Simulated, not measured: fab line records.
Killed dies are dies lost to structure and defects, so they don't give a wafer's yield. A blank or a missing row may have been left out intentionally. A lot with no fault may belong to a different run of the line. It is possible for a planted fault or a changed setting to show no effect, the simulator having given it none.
Split-lot trial | flow n5Finfet | on a route of 1938 steps: 7 lots, 39 wafers read

== SPLIT DETAILS ==
At N5_STI_FIN_REVEAL_ETCHBACK_08 (etches SiO2 in C4F6/O2, target depth 30.5 nm, time 10.167 s), the setting targetDepthA was moved away from the recipe's 305 angstrom on 12 of the 39 wafers read, by -48.9% to +18.9%. All remaining wafers had this setting at the recipe value.

== FROM THE SPLIT TO THE READING: what the file shows between them, 3 steps ==
- N5_STI_FIN_REVEAL_STRIP_24: strips in N2/H2, time 90 s
- N5_STI_FIN_REVEAL_PRECLEAN_25: cleans in SPM, time 90 s
- N5_STI_FIN_REVEAL_SRD_23: time 30 s

== THE READING ==
trenchDepthNm, in nm, at N5_STI_FIN_REVEAL_FIN_H_MEAS_10. Fault-free wafers of this fab line usually give 52.1 nm, standard deviation 0.75 nm.

wafer  | tool, chamber at the split | targetDepthA as run, angstrom | against the recipe | trenchDepthNm, nm | against lot-mates on the recipe
L077.1 | rieDiel-06, 1,2,3,0,0,1    | 305                           | recipe             | 51.7              | -
L077.2 | rieDiel-06, 1,2,3,0,0,1    | 305                           | recipe             | 51.5              | -
L077.3 | rieDiel-06, 1,2,3,0,0,1    | 305                           | recipe             | 52.6              | -
L077.4 | rieDiel-06, 1,2,3,0,0,1    | 305                           | recipe             | 52.1              | -
L077.5 | rieDiel-06, 1,2,3,0,0,1    | 305                           | recipe             | 51.9              | -
L077.6 | rieDiel-06, 1,2,3,0,0,1    | 305                           | recipe             | 52.0              | -
L080.1 | rieDiel-04, 2,0,3          | 171.7                         | -43.7%             | 37.8              | -13.2
L080.2 | rieDiel-04, 2,0,3          | 171.7                         | -43.7%             | 37.9              | -13.1
L080.3 | rieDiel-04, 1,1,2          | 305                           | recipe             | 50.2              | -
L080.4 | rieDiel-04, 2,0,3          | 171.7                         | -43.7%             | 38.4              | -12.6
L080.5 | rieDiel-04, 1,1,2          | 305                           | recipe             | 51.1              | -
L080.6 | rieDiel-04, 1,1,2          | 305                           | recipe             | 51.7              | -
L081.1 | rieDiel-02, 3,2,0          | 217                           | -28.9%             | 42.4              | -9.1
L081.2 | rieDiel-02, 3,2,0          | 217                           | -28.9%             | 43.8              | -7.7
L081.3 | rieDiel-02, 1,3,0          | 305                           | recipe             | 52.2              | -
L081.4 | rieDiel-02, 3,2,0          | 217                           | -28.9%             | 43.0              | -8.5
L081.5 | rieDiel-02, 1,3,0          | 305                           | recipe             | 50.9              | -
L081.6 | rieDiel-02, 1,3,0          | 305                           | recipe             | 51.5              | -
L083.1 | rieDiel-02, 3,2,1,3,2,1    | 305                           | recipe             | 50.7              | -
L083.2 | rieDiel-02, 3,2,1,3,2,1    | 305                           | recipe             | 53.1              | -
L083.3 | rieDiel-02, 3,2,1,3,2,1    | 305                           | recipe             | 52.4              | -
L083.4 | rieDiel-02, 3,2,1,3,2,1    | 305                           | recipe             | 51.1              | -
L083.5 | rieDiel-02, 3,2,1,3,2,1    | 305                           | recipe             | 52.3              | -
L083.6 | rieDiel-02, 3,2,1,3,2,1    | 305                           | recipe             | 52.0              | -
L087.1 | rieDiel-06, 2,0,2          | 305                           | recipe             | 50.8              | -
L087.2 | rieDiel-06, 3,1,3          | 362.5                         | +18.9%             | 57.6              | +6.8
L087.3 | rieDiel-06, 3,1,3          | 362.5                         | +18.9%             | 56.5              | +5.7
L087.4 | rieDiel-06, 2,0,2          | 305                           | recipe             | 50.8              | -
L087.5 | rieDiel-06, 2,0,2          | 305                           | recipe             | 50.7              | -
L087.6 | rieDiel-06, 3,1,3          | 362.5                         | +18.9%             | 57.0              | +6.2
L096.1 | rieDiel-06, 3,2,3          | 305                           | recipe             | 52.5              | -
L096.2 | rieDiel-06, 3,2,3          | 305                           | recipe             | 51.9              | -
L096.3 | rieDiel-06, 1,2,1          | 155.9                         | -48.9%             | 37.3              | -15.1
L096.4 | rieDiel-06, 1,2,1          | 155.9                         | -48.9%             | 37.2              | -15.2
L096.5 | rieDiel-06, 3,2,3          | 305                           | recipe             | 52.7              | -
L096.6 | rieDiel-06, 1,2,1          | 155.9                         | -48.9%             | 37.3              | -15.1
L097.2 | rieDiel-04, 2,0,3          | 305                           | recipe             | 53.2              | -
L097.3 | rieDiel-04, 2,0,3          | 305                           | recipe             | 51.8              | -
L097.5 | rieDiel-04, 2,0,3          | 305                           | recipe             | 52.7              | -
The file does not say which wafer passed through which chamber wherever a row lists several chambers: such a row stands for several wafers.

FIT RESULTS
A straight line over all 39 wafers: trenchDepthNm changes by +0.302 nm for each +1% of targetDepthA; r = +0.99; the points scatter about the line by 0.73 nm.
The same after taking each lot's own level away (the mean of its wafers on the recipe; 39 wafers): +0.305 nm for each +1%; r = +1.00; scatter 0.55 nm.
On that fit, the largest move of targetDepthA shifts the reading by 15 nm.
The lots' own levels span 50.77 to 52.57 nm, that is 2.4 times the standard deviation above.
Hence the lot-to-lot level has little effect on the slope; both slopes agree.
Check: -14.8 nm against its lot-mates is what the line predicts for one of the wafers moved furthest among these (-48.9%) when that wafer is left out of the fit. It came out at -15.1 nm against them.

== OTHER SPLITS ON THESE WAFERS ==
Other splits were also applied to these wafers ahead of the reading. Each is held against what the fit with the lots' levels taken away leaves over:
other split on the same wafers           | wafers away from the commonest value | r with trenchDepthNm (lot level and that fit taken away)
N5_FIN_SAQP_MANDREL_ETCH_22 targetDepthA | 15                                   | +0.02

== THE FILE'S OWN FIT ==
trenchDepthNm changes by +0.304 nm for each +1% of targetDepthA, r = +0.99.
